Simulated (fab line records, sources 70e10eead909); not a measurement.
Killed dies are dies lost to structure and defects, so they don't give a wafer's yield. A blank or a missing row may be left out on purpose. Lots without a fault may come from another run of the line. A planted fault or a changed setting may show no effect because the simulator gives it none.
Chamber matching | flow nand_harc | NHARC_A_CHANNEL_FILL_D2_ALD_25 on ald_hk-04: 4 sister chambers
The step deposits SiOx, target thk 60 nm, pulse time 10 s, ald cycles 600. 20 wafers are shown with their chamber, then 10 later ones without.

WAFERS WITH THEIR CHAMBER
wafer  | chamber | heater_power_w (W) | precursor_pulse_height_rel
L074.4 | 0       | 487                | 1.009
L074.2 | 3       | 499                | 0.995
L074.5 | 0       | 499                | 1.013
L076.1 | 0       | 495                | 0.958
L076.2 | 2       | 394                | 0.987
L076.3 | 3       | 479                | 0.984
L081.3 | 2       | 385                | 1.005
L081.4 | 3       | 489                | 0.980
L081.1 | 1       | 446                | 0.979
L083.3 | 1       | 453                | 0.967
L083.5 | 0       | 495                | 0.973
L083.6 | 3       | 508                | 1.022
L087.1 | 3       | 474                | 1.018
L087.3 | 1       | 433                | 0.990
L087.5 | 3       | 484                | 1.014
L090.1 | 1       | 426                | 1.011
L090.2 | 0       | 470                | 1.003
L090.6 | 1       | 425                | 0.979
L092.1 | 1       | 415                | 1.006
L092.2 | 3       | 488                | 1.014

SIGNATURES (means of the wafers above)
reading                    | chamber 0 | chamber 1 | chamber 2 | chamber 3 | scatter within a chamber
heater_power_w             | 489.20    | 433.00    | 389.50    | 488.71    | 12.2
precursor_pulse_height_rel | 0.99120   | 0.98867   | 0.99600   | 1.00386   | 0.019
Rule: a wafer's distance from a chamber is the root of the sum, over the readings, of the square of ((its reading less the chamber's mean) divided by the reading's scatter). The wafer belongs to the nearest chamber; if the next one is less than 2 further off, it can't be placed. The scatter: the root of (the sum of the squares of (reading less its chamber's mean) over the shown wafers, divided by (wafers less chambers)).

WAFERS WITHOUT THEIR CHAMBER
wafer  | heater_power_w (W) | precursor_pulse_height_rel
L092.4 | 479                | 0.983
L094.1 | 477                | 0.996
L094.2 | 418                | 1.020
L094.5 | 432                | 0.968
L094.6 | 478                | 0.981
L094.3 | 383                | 0.999
L094.4 | 502                | 0.984
L097.2 | 490                | 0.986
L097.4 | 380                | 1.004
L097.6 | 403                | 0.990

WHICH CHAMBER EACH WENT THROUGH
wafer  | from the rows above     | in truth
L092.4 | can't be placed: 0 or 3 | 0
L094.1 | can't be placed: 0 or 3 | 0
L094.2 | can't be placed: 1 or 2 | 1
L094.5 | 1                       | 1
L094.6 | can't be placed: 0 or 3 | 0
L094.3 | 2                       | 2
L094.4 | can't be placed: 0 or 3 | 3
L097.2 | can't be placed: 0 or 3 | 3
L097.4 | 2                       | 2
L097.6 | can't be placed: 2 or 1 | 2
Placed correctly: 3 of 10. Can't be placed from these rows: 7 (the true chamber is among the candidates in 7). Placed wrongly: 0.
